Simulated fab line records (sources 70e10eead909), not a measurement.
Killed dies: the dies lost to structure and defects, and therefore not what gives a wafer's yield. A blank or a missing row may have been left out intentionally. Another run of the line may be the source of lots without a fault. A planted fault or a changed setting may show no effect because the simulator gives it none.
Matching of chambers || flow nand_harc || ald_hk-03 running NHARC_A_CHANNEL_FILL_D1_ALD_02: 3 sister chambers
The step deposits SiO2, target thk 6 nm, pulse time 10 s, ald cycles 60. 3 wafers are shown with their chamber, then 5 later ones without.

## WAFERS PAIRED WITH THEIR CHAMBERS
{"wafer": "L845.1", "chamber": 2, "heater_power_w (W)": 460}
{"wafer": "L847.1", "chamber": 1, "heater_power_w (W)": 430}
{"wafer": "L847.3", "chamber": 3, "heater_power_w (W)": 487}

## WAFERS MISSING THEIR CHAMBER
{"wafer": "L847.6", "heater_power_w (W)": 475}
{"wafer": "L850.3", "heater_power_w (W)": 478}
{"wafer": "L850.6", "heater_power_w (W)": 442}
{"wafer": "L853.1", "heater_power_w (W)": 477}
{"wafer": "L853.3", "heater_power_w (W)": 469}

## CHAMBER TAKEN BY EACH
{"wafer": "L847.6", "from the rows above": "can't be placed: 3 or 2", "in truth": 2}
{"wafer": "L850.3", "from the rows above": "can't be placed: 3 or 2", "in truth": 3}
{"wafer": "L850.6", "from the rows above": "can't be placed: 1 or 2", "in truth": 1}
{"wafer": "L853.1", "from the rows above": "can't be placed: 3 or 2", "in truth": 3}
{"wafer": "L853.3", "from the rows above": "can't be placed: 2 or 3", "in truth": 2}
Correctly placed: 0 of 5. These rows do not allow placing 5 (true chamber among the candidates in 5). Wrongly placed: 0.
How it was worked out, from the rows above alone: a wafer's distance from a chamber is the root of the sum, over the readings, of the square of ((its reading less the chamber's mean) divided by the reading's scatter). If the next closest chamber is less than 2 further off than the closest, the wafer can't be placed; otherwise it belongs to the closest. The mean given for a chamber averages the wafers shown for that chamber. The scatter: root of mean squared gap, hidden wafer to nearest shown wafer, with one shown wafer a chamber.
